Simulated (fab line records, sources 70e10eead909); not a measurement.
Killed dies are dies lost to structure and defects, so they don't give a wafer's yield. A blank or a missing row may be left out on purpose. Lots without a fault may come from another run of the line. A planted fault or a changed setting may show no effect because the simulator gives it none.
Which tool did it? | flow nand_harc | 11 lots, 33 wafers sampled, at 5 steps of a route of 1302

WHAT THE GAUGES READ, wafer by wafer
NHARC_END_SORT_01. Usual: killed_at_array 56, standard deviation 19; killed_at_other 0.6, standard deviation 1; killed_at_periphery 3.9, standard deviation 2.7; killed_dies 61, standard deviation 19; killed_open 3.3, standard deviation 1.9; killed_short 2.4, standard deviation 1.7.
lot  | measured     | on        | killed_at_array | killed_at_other | killed_at_periphery | killed_dies | killed_open | killed_short | flag
L930 | day 25 04:16 | prober-02 | 97 86 93        | 4 0 0           | 2 5 3               | 103 91 96   | 5 3 4       | 4 1 4        |
L935 | day 27 14:01 | prober-01 | 45 47 45        | 0 0 1           | 2 4 4               | 47 51 50    | 2 2 1       | 2 2 4        |
L939 | day 29 12:00 | prober-01 | 673 673 674     | 0 0 0           | 4 4 3               | 677 677 677 | 2 6 5       | 0 3 2        | OFF
L938 | day 28 18:31 | prober-02 | 672 674 673     | 2 1 2           | 3 2 2               | 677 677 677 | 2 6 2       | 4 5 0        | OFF
L941 | day 29 11:12 | prober-02 | 55 71 58        | 0 0 0           | 6 0 6               | 61 71 64    | 3 4 4       | 1 3 3        |
L947 | day 31 22:58 | prober-02 | 61 78 68        | 0 0 0           | 1 4 5               | 62 82 73    | 7 4 1       | 2 1 5        |

WHICH TOOL RAN EACH LOT (tool, then ch and the chambers of the sampled wafers, then the start)
lot  | NHARC_A_CHANNEL_HOLE_D1_XSEM_31 | NHARC_A_CHANNEL_FILL_D1_STRIP_29              | NHARC_A_DECK1_JOINT_DEP_16      | NHARC_A_ONON_D2_DEP_12
L930 | xsem-02 ch 0, day 9 11:29       | rie_diel-03 ch 0,2, day 13 02:05 or earlier   | pecvd-01 ch 0,2, day 13 02:05   | pecvd_onon-04 ch 0, day 13 04:42
L934 | xsem-01 ch 0, day 11 08:01      | rie_diel-11 ch 2,3, day 14 21:38 or earlier   | pecvd-03 ch 1,2, day 14 21:38   | pecvd_onon-04 ch 0, day 15 00:17
L935 | xsem-01 ch 0, day 11 16:22      | rie_diel-13 ch 0,2, day 15 03:06 or earlier   | pecvd-03 ch 0,1,2, day 15 03:06 | pecvd_onon-03 ch 0, day 15 05:44
L939 | xsem-02 ch 0, day 13 12:02      | rie_diel-03 ch 0,2, day 17 01:19 or earlier   | pecvd-03 ch 0,2, day 17 01:19   | pecvd_onon-04, day 17 04:02
L938 | xsem-01 ch 0, day 13 12:05      | rie_diel-13 ch 0,1,2, day 16 22:22 or earlier | pecvd-04 ch 0,1, day 16 22:22   | pecvd_onon-04, day 17 00:58
L941 | xsem-01 ch 0, day 13 21:22      | rie_diel-03 ch 0,1,2, day 17 09:09 or earlier | pecvd-03 ch 0,1,2, day 17 09:09 | pecvd_onon-01 ch 0, day 17 11:48
L946 | xsem-01 ch 0, day 16 05:20      | rie_diel-03 ch 2,3, day 19 21:12 or earlier   | pecvd-03 ch 0,1,2, day 19 21:12 | pecvd_onon-03 ch 0, day 19 23:53
L947 | xsem-02 ch 0, day 16 13:05      | rie_diel-13 ch 1,3, day 19 21:10 or earlier   | pecvd-01 ch 0,1,2, day 19 21:10 | pecvd_onon-04 ch 0, day 19 23:49
L948 | xsem-02 ch 0, day 17 03:22      | rie_diel-03 ch 0,1,2, day 20 10:56 or earlier | pecvd-01 ch 0,1,2, day 20 10:56 | pecvd_onon-03 ch 0, day 20 13:35
L949 | xsem-02 ch 0, day 17 15:24      | rie_diel-03 ch 0,1,3, day 21 01:00 or earlier | pecvd-01 ch 0,1,2, day 21 01:00 | pecvd_onon-04 ch 0, day 21 03:38
L951 | xsem-02 ch 0, day 18 07:47      | rie_diel-11 ch 0,3, day 21 17:58 or earlier   | pecvd-03 ch 0,2, day 21 17:58   | pecvd_onon-03 ch 0, day 21 20:37
- NHARC_A_CHANNEL_HOLE_D1_XSEM_31
- NHARC_A_CHANNEL_FILL_D1_STRIP_29: strips in O2, time 20 s.
- NHARC_A_DECK1_JOINT_DEP_16: deposits SiO2, target thk 45 nm.
- NHARC_A_ONON_D2_DEP_12: target thk 1000 nm.

WHAT THE TOOLS THEMSELVES READ (means of the sampled wafers that have a number; where no wafer has one, the mark that the record gives instead)
NHARC_A_CHANNEL_HOLE_D1_XSEM_31. Usual: bot_cd_nm 74.0 nm, standard deviation 1.7; bow_nm 8.7 nm, standard deviation 0.34; tilt_deg 0.067 degrees, standard deviation 0.027.
lot  | tool    | bot_cd_nm (nm) | bow_nm (nm) | tilt_deg (degrees) | flag
L930 | xsem-02 | 73.8           | 9.0         | 0.081              |
L934 | xsem-01 | 76.8           | 8.7         | 0.106              |
L935 | xsem-01 | 75.9           | 8.6         | 0.060              |
L939 | xsem-02 | 71.5           | 9.0         | 0.107              |
L938 | xsem-01 | 74.3           | 8.4         | 0.104              |
L941 | xsem-01 | 74.9           | 8.6         | 0.044              |
L946 | xsem-01 | 74.2           | 8.8         | 0.038              |
L947 | xsem-02 | 74.1           | 8.3         | 0.062              |
L948 | xsem-02 | 73.4           | 8.6         | 0.097              |
L949 | xsem-02 | 76.5           | 7.9         | 0.042              |
L951 | xsem-02 | 76.1           | 8.9         | 0.092              |

NHARC_A_CHANNEL_FILL_D1_STRIP_29. Usual: drypump_motor_current_A 5.9 A, standard deviation 0.38; o2_flow_sccm 500.1 sccm, standard deviation 1.4; oes_product_au 0.998 a.u., standard deviation 0.013; rf_vpp_V 57.8 V, standard deviation 0.87; showerhead_plenum_p_Torr 3.57 Torr, standard deviation 0.12; throttle_valve_pct 17.038 %, standard deviation 0.0092.
lot  | tool        | drypump_motor_current_A (A) | o2_flow_sccm (sccm) | oes_product_au (a.u.) | rf_vpp_V (V) | showerhead_plenum_p_Torr (Torr) | throttle_valve_pct (%) | flag
L930 | rie_diel-03 | 5.9                         | 500.1               | 0.993                 | 58.1         | 3.68                            | 17.042                 |
L934 | rie_diel-11 | 6.1                         | 500.9               | 1.007                 | 57.5         | 3.63                            | 17.047                 |
L935 | rie_diel-13 | 5.8                         | 499.9               | 1.007                 | 57.2         | 3.50                            | 17.049                 |
L939 | rie_diel-03 | 5.6                         | 499.4               | 0.973                 | 58.2         | 3.70                            | 17.043                 |
L938 | rie_diel-13 | 5.8                         | 500.4               | 1.005                 | 57.6         | 3.55                            | 17.026                 |
L941 | rie_diel-03 | 5.9                         | 500.5               | 0.981                 | 58.0         | 3.62                            | 17.032                 |
L946 | rie_diel-03 | 5.9                         | 500.4               | 0.987                 | 58.2         | 3.61                            | 17.042                 |
L947 | rie_diel-13 | 5.7                         | 500.1               | 1.023                 | 56.8         | 3.40                            | 17.035                 |
L948 | rie_diel-03 | 5.9                         | 500.2               | 0.986                 | 58.5         | 3.62                            | 17.041                 |
L949 | rie_diel-03 | 5.6                         | 500.1               | 0.993                 | 58.1         | 3.57                            | 17.035                 |
L951 | rie_diel-11 | 6.1                         | 498.2               | 0.995                 | 58.5         | 3.61                            | 17.034                 |

NHARC_A_DECK1_JOINT_DEP_16. Usual: chamber_pressure_Torr 6.499 Torr, standard deviation 0.015; flow_sccm 2649 sccm, standard deviation 7; heater_power_outer_w 311 W, standard deviation 55; heater_power_w 577 W, standard deviation 84; susceptor_temp_C 400.02 C, standard deviation 0.2; throttle_valve_pct 16.4 %, standard deviation 0.39.
lot  | tool     | chamber_pressure_Torr (Torr) | flow_sccm (sccm) | heater_power_outer_w (W) | heater_power_w (W) | susceptor_temp_C (C) | throttle_valve_pct (%) | flag
L930 | pecvd-01 | 6.499                        | 2648             | 284                      | 554                | 399.87               | 16.7                   |
L934 | pecvd-03 | 6.518                        | 2649             | 324                      | 612                | 400.16               | 16.4                   |
L935 | pecvd-03 | 6.500                        | 2650             | 303                      | 579                | 399.98               | 16.5                   |
L939 | pecvd-03 | 6.491                        | 2651             | 329                      | 633                | 399.93               | 16.4                   |
L938 | pecvd-04 | 6.518                        | 2645             | 317                      | 579                | 399.84               | 16.6                   |
L941 | pecvd-03 | 6.509                        | 2643             | 324                      | 615                | 400.24               | 16.4                   |
L946 | pecvd-03 | 6.478                        | 2643             | 323                      | 606                | 399.97               | 16.4                   |
L947 | pecvd-01 | 6.495                        | 2651             | 315                      | 565                | 400.05               | 16.3                   |
L948 | pecvd-01 | 6.497                        | 2654             | 332                      | 588                | 400.05               | 16.4                   |
L949 | pecvd-01 | 6.486                        | 2644             | 321                      | 561                | 399.94               | 16.5                   |
L951 | pecvd-03 | 6.494                        | 2642             | 323                      | 620                | 400.08               | 16.7                   |

NHARC_A_ONON_D2_DEP_12. Usual: n2_flow_sccm 2752 sccm, standard deviation 7.3; n2o_flow_sccm 1999 sccm, standard deviation 5.3; susceptor_temp_C 399.98 C, standard deviation 0.19.
lot  | tool          | n2_flow_sccm (sccm) | n2o_flow_sccm (sccm) | susceptor_temp_C (C) | flag
L930 | pecvd_onon-04 | 2759                | 1994                 | 399.85               |
L934 | pecvd_onon-04 | 2761                | 2007                 | 399.83               |
L935 | pecvd_onon-03 | 2751                | 2003                 | 399.66               |
L939 | pecvd_onon-04 | -                   | -                    | -                    | OFF
L938 | pecvd_onon-04 | -                   | -                    | -                    | OFF
L941 | pecvd_onon-01 | 2758                | 2006                 | 400.09               |
L946 | pecvd_onon-03 | 2749                | 2000                 | 400.09               |
L947 | pecvd_onon-04 | 2746                | 1994                 | 399.82               |
L948 | pecvd_onon-03 | 2750                | 2001                 | 399.93               |
L949 | pecvd_onon-04 | 2761                | 1995                 | 400.01               |
L951 | pecvd_onon-03 | 2756                | 1996                 | 400.09               |

THE ANSWER, worked out from the rows above alone
Rule: a lot is off if the mean of its wafers that have a number lies more than 3 standard deviations from the usual mean. A lot without any number at a reading at which 4 lots or more have one is off too. The other lots that the step has rows for count as sound. The gauges are gone through in route order, then the tools' own readings, and for those a lot's mean is taken as printed above. The first step at which some lot is off is used, and at that step the reading that is off furthest; a lot without a number counts as furthest.
Off: L939, L938, at NHARC_END_SORT_01 (killed_at_array). Neither off nor sound, because the step has no rows for them: L934, L946, L948, L949, L951.
A tool fits if, at a process step before that reading, it ran every lot that is off, and no sound lot after the first of them. The gauges at NHARC_END_SORT_01 aren't tried: what is off there is off at NHARC_A_ONON_D2_DEP_12 too, on other tools, and a gauge's error can't cause that. NHARC_A_CHANNEL_FILL_D1_STRIP_29 gives no start for some lots, so the hours and the order of its lots are those of NHARC_A_DECK1_JOINT_DEP_16. None of those tried fits.

WHAT THE SIMULATOR HAD PUT IN
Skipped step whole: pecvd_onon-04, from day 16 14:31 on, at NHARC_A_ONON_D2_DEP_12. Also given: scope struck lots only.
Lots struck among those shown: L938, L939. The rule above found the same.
